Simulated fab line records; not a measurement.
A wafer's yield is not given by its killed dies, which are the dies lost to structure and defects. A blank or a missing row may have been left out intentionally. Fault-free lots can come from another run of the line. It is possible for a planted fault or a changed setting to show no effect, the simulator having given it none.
Matching of chambers || flow n5 finfet || 3 sister chambers for N5_FIN_SAQP_PECVD_06 on pecvd-02
The step deposits a-Si from SiH4/He, target thk 60 nm, time 48.1 s. 6 wafers are shown with their chamber, then 9 later ones without.

== WAFERS WITH THEIR CHAMBER ==
{"wafer": "L076.3", "chamber": 0, "showerhead vpp V (V)": 626, "showerhead plenum p Torr (Torr)": 5.70}
{"wafer": "L087.2", "chamber": 0, "showerhead vpp V (V)": 620, "showerhead plenum p Torr (Torr)": 5.70}
{"wafer": "L087.6", "chamber": 2, "showerhead vpp V (V)": 522, "showerhead plenum p Torr (Torr)": 5.66}
{"wafer": "L089.1", "chamber": 2, "showerhead vpp V (V)": 525, "showerhead plenum p Torr (Torr)": 5.64}
{"wafer": "L089.3", "chamber": 1, "showerhead vpp V (V)": 594, "showerhead plenum p Torr (Torr)": 5.63}
{"wafer": "L089.5", "chamber": 1, "showerhead vpp V (V)": 610, "showerhead plenum p Torr (Torr)": 5.63}

== WAFERS MISSING THEIR CHAMBER ==
{"wafer": "L090.3", "showerhead vpp V (V)": 524, "showerhead plenum p Torr (Torr)": 5.65}
{"wafer": "L090.4", "showerhead vpp V (V)": 623, "showerhead plenum p Torr (Torr)": 5.69}
{"wafer": "L090.6", "showerhead vpp V (V)": 524, "showerhead plenum p Torr (Torr)": 5.66}
{"wafer": "L093.1", "showerhead vpp V (V)": 518, "showerhead plenum p Torr (Torr)": 5.66}
{"wafer": "L093.3", "showerhead vpp V (V)": 596, "showerhead plenum p Torr (Torr)": 5.63}
{"wafer": "L093.4", "showerhead vpp V (V)": 626, "showerhead plenum p Torr (Torr)": 5.70}
{"wafer": "L097.2", "showerhead vpp V (V)": 519, "showerhead plenum p Torr (Torr)": 5.65}
{"wafer": "L097.3", "showerhead vpp V (V)": 627, "showerhead plenum p Torr (Torr)": 5.70}
{"wafer": "L097.6", "showerhead vpp V (V)": 628, "showerhead plenum p Torr (Torr)": 5.70}

== WHICH CHAMBER EACH WENT THROUGH ==
{"wafer": "L090.3", "from the rows above": 2, "in truth": 2}
{"wafer": "L090.4", "from the rows above": 0, "in truth": 0}
{"wafer": "L090.6", "from the rows above": 2, "in truth": 2}
{"wafer": "L093.1", "from the rows above": 2, "in truth": 2}
{"wafer": "L093.3", "from the rows above": 1, "in truth": 1}
{"wafer": "L093.4", "from the rows above": 0, "in truth": 0}
{"wafer": "L097.2", "from the rows above": 2, "in truth": 2}
{"wafer": "L097.3", "from the rows above": 0, "in truth": 0}
{"wafer": "L097.6", "from the rows above": 0, "in truth": 0}
Correctly placed: 9 of 9. Left unplaced by these rows: 0. Wrongly placed: 0.
How it was worked out, from the rows above alone: a wafer's distance from a chamber is the root of the sum, over the readings, of the square of ((its reading less the chamber's mean) divided by the reading's scatter). If the next closest chamber is less than 2 further off than the closest, the wafer can't be placed; otherwise it belongs to the closest. Each chamber's mean is taken over the wafers shown for it. The scatter: the root of (the sum of the squares of (reading less its chamber's mean) over the shown wafers, divided by (wafers less chambers)).
